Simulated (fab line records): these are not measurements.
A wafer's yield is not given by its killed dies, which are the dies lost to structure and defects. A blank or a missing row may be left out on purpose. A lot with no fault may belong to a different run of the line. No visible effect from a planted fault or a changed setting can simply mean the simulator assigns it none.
Lot-split experiment :: flow n5 finfet :: route with 1938 steps; 7 lots, 21 wafers read

## THE SPLIT ITSELF
At N5_BEOL_M8_COAT_60 (time 60 s, resist thk 35 nm), the setting spin rpm was moved away from the recipe's 1500 rpm on 6 of the 21 wafers read, by -8.1% to +10.5%. The other wafers ran this setting at the recipe's value.

## FROM THE SPLIT TO THE READING: what the file shows between them, 4 steps
- N5_BEOL_M8_COAT_05: resist thk 90 nm
- N5_BEOL_M8_EBR_07
- N5_BEOL_M8_DESCUM_16: chemistry O2, time 7.9 s
- N5_BEOL_M8_ETCH_61: etches SiARC in CF4, target depth 45.5 nm, time 75.8 s

## THE READING
SiARC_of_BEOL_M8_COAT_60.thk nm (the simulator's own value, which no gauge read), in nm, at N5_BEOL_M8_ETCH_62 (etches SOC in N2/H2, target depth 110 nm, overetch 22 nm, time 165 s). The file does not state a usual value for it. Across the 15 wafers here that went through the recipe, the average is 28.3 nm and the standard deviation 0.31 nm.

wafer: L078.2
tool, chamber at the split: litho track-05, 0
spin rpm as run, rpm: 1500
against the recipe: recipe
SiARC_of_BEOL_M8_COAT_60.thk nm, nm: 29
against lot-mates on the recipe: -

wafer: L078.4
tool, chamber at the split: litho track-05, 0
spin rpm as run, rpm: 1379
against the recipe: -8.1%
SiARC_of_BEOL_M8_COAT_60.thk nm, nm: 29.8
against lot-mates on the recipe: +0.8

wafer: L078.5
tool, chamber at the split: litho track-05, 0
spin rpm as run, rpm: 1379
against the recipe: -8.1%
SiARC_of_BEOL_M8_COAT_60.thk nm, nm: 30.4
against lot-mates on the recipe: +1.4

wafer: L087.2
tool, chamber at the split: litho track-03, 0
spin rpm as run, rpm: 1500
against the recipe: recipe
SiARC_of_BEOL_M8_COAT_60.thk nm, nm: 28
against lot-mates on the recipe: -

wafer: L087.5
tool, chamber at the split: litho track-03, 0
spin rpm as run, rpm: 1500
against the recipe: recipe
SiARC_of_BEOL_M8_COAT_60.thk nm, nm: 28
against lot-mates on the recipe: -

wafer: L087.6
tool, chamber at the split: litho track-03, 0
spin rpm as run, rpm: 1500
against the recipe: recipe
SiARC_of_BEOL_M8_COAT_60.thk nm, nm: 28
against lot-mates on the recipe: -

wafer: L088.1
tool, chamber at the split: litho track-01, 0
spin rpm as run, rpm: 1500
against the recipe: recipe
SiARC_of_BEOL_M8_COAT_60.thk nm, nm: 28
against lot-mates on the recipe: -

wafer: L088.2
tool, chamber at the split: litho track-01, 0
spin rpm as run, rpm: 1500
against the recipe: recipe
SiARC_of_BEOL_M8_COAT_60.thk nm, nm: 28.4
against lot-mates on the recipe: -

wafer: L088.6
tool, chamber at the split: litho track-01, 0
spin rpm as run, rpm: 1395
against the recipe: -7.0%
SiARC_of_BEOL_M8_COAT_60.thk nm, nm: 29.6
against lot-mates on the recipe: +1.4

wafer: L090.2
tool, chamber at the split: litho track-01, 0
spin rpm as run, rpm: 1500
against the recipe: recipe
SiARC_of_BEOL_M8_COAT_60.thk nm, nm: 28.2
against lot-mates on the recipe: -

wafer: L090.3
tool, chamber at the split: litho track-01, 0
spin rpm as run, rpm: 1500
against the recipe: recipe
SiARC_of_BEOL_M8_COAT_60.thk nm, nm: 27.8
against lot-mates on the recipe: -

wafer: L090.5
tool, chamber at the split: litho track-01, 0
spin rpm as run, rpm: 1500
against the recipe: recipe
SiARC_of_BEOL_M8_COAT_60.thk nm, nm: 28.6
against lot-mates on the recipe: -

wafer: L095.2
tool, chamber at the split: litho track-03, 0
spin rpm as run, rpm: 1432
against the recipe: -4.5%
SiARC_of_BEOL_M8_COAT_60.thk nm, nm: 28.8
against lot-mates on the recipe: +0.4

wafer: L095.3
tool, chamber at the split: litho track-03, 0
spin rpm as run, rpm: 1500
against the recipe: recipe
SiARC_of_BEOL_M8_COAT_60.thk nm, nm: 28.4
against lot-mates on the recipe: -

wafer: L095.5
tool, chamber at the split: litho track-03, 0
spin rpm as run, rpm: 1432
against the recipe: -4.5%
SiARC_of_BEOL_M8_COAT_60.thk nm, nm: 29.4
against lot-mates on the recipe: +1.0

wafer: L096.1
tool, chamber at the split: litho track-05, 0
spin rpm as run, rpm: 1500
against the recipe: recipe
SiARC_of_BEOL_M8_COAT_60.thk nm, nm: 28.2
against lot-mates on the recipe: -

wafer: L096.2
tool, chamber at the split: litho track-05, 0
spin rpm as run, rpm: 1500
against the recipe: recipe
SiARC_of_BEOL_M8_COAT_60.thk nm, nm: 28
against lot-mates on the recipe: -

wafer: L096.6
tool, chamber at the split: litho track-05, 0
spin rpm as run, rpm: 1658
against the recipe: +10.5%
SiARC_of_BEOL_M8_COAT_60.thk nm, nm: 26.4
against lot-mates on the recipe: -1.7

wafer: L097.3
tool, chamber at the split: litho track-05, 0
spin rpm as run, rpm: 1500
against the recipe: recipe
SiARC_of_BEOL_M8_COAT_60.thk nm, nm: 28.2
against lot-mates on the recipe: -

wafer: L097.4
tool, chamber at the split: litho track-05, 0
spin rpm as run, rpm: 1500
against the recipe: recipe
SiARC_of_BEOL_M8_COAT_60.thk nm, nm: 28.4
against lot-mates on the recipe: -

wafer: L097.5
tool, chamber at the split: litho track-05, 0
spin rpm as run, rpm: 1500
against the recipe: recipe
SiARC_of_BEOL_M8_COAT_60.thk nm, nm: 28.6
against lot-mates on the recipe: -

FIT RESULTS
A straight line over all 21 wafers: SiARC_of_BEOL_M8_COAT_60.thk nm changes by -0.199 nm for each +1% of spin rpm; r = -0.93; the points scatter about the line by 0.32 nm.
The same after taking each lot's own level away (the mean of its wafers on the recipe; 21 wafers): -0.157 nm for each +1%; r = -0.94; scatter 0.23 nm.
That fit puts the effect of the largest move of spin rpm on the reading at 1.7 nm.
Across the lots, their own levels run from 28.00 to 29.00 nm, a range of 3.3 times the standard deviation given above.
So the lot-to-lot level changes the slope: the two fits differ.
Check: for one of the wafers moved furthest among these (+10.5%), held out of the fit, the line's prediction against its lot-mates is -1.61 nm. It came out at -1.7 nm against them.

## FURTHER SPLITS ON THESE WAFERS
Before the reading, these wafers also passed through other splits. Each is held against what the fit with the lots' levels taken away leaves over:
other split on the same wafers: N5_BEOL_M7_DESCUM_33 time s
wafers away from the commonest value: 8
r with SiARC_of_BEOL_M8_COAT_60.thk nm (lot level and that fit taken away): +0.05

other split on the same wafers: N5_BEOL_M7_TRENCH_ETCH_37 source w
wafers away from the commonest value: 6
r with SiARC_of_BEOL_M8_COAT_60.thk nm (lot level and that fit taken away): -0.21

## THE WHOLE CHAIN: every reading that the file lists as answering this split, in the file's order
step: N5_BEOL_M8_COAT_60
what it does: time 60 s, resist thk 35 nm
reading: SiARC_of_BEOL_M8_COAT_60.thk nm (the simulator's own value, which no gauge read)
change (the file's fit): -0.174 nm for each +1% of the setting
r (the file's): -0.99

step: N5_BEOL_M8_ETCH_61
what it does: etches SiARC in CF4, target depth 45.5 nm, time 75.8 s
reading: etch.depth nm (the simulator's own value, which no gauge read)
change (the file's fit): -0.178 nm for each +1% of the setting
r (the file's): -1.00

step: N5_BEOL_M8_ETCH_61
what it does: etches SiARC in CF4, target depth 45.5 nm, time 75.8 s
reading: CAR-ArF_of_BEOL_M8_COAT_05.thk nm (the simulator's own value, which no gauge read)
change (the file's fit): +0.173 nm for each +1% of the setting
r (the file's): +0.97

step: N5_BEOL_M8_ETCH_62
what it does: etches SOC in N2/H2, target depth 110 nm, overetch 22 nm, time 165 s
reading: SiARC_of_BEOL_M8_COAT_60.thk nm (the simulator's own value, which no gauge read)
change (the file's fit): -0.162 nm for each +1% of the setting
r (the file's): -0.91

## FILE'S OWN FIT
SiARC_of_BEOL_M8_COAT_60.thk nm changes by -0.162 nm for each +1% of spin rpm, r = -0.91.
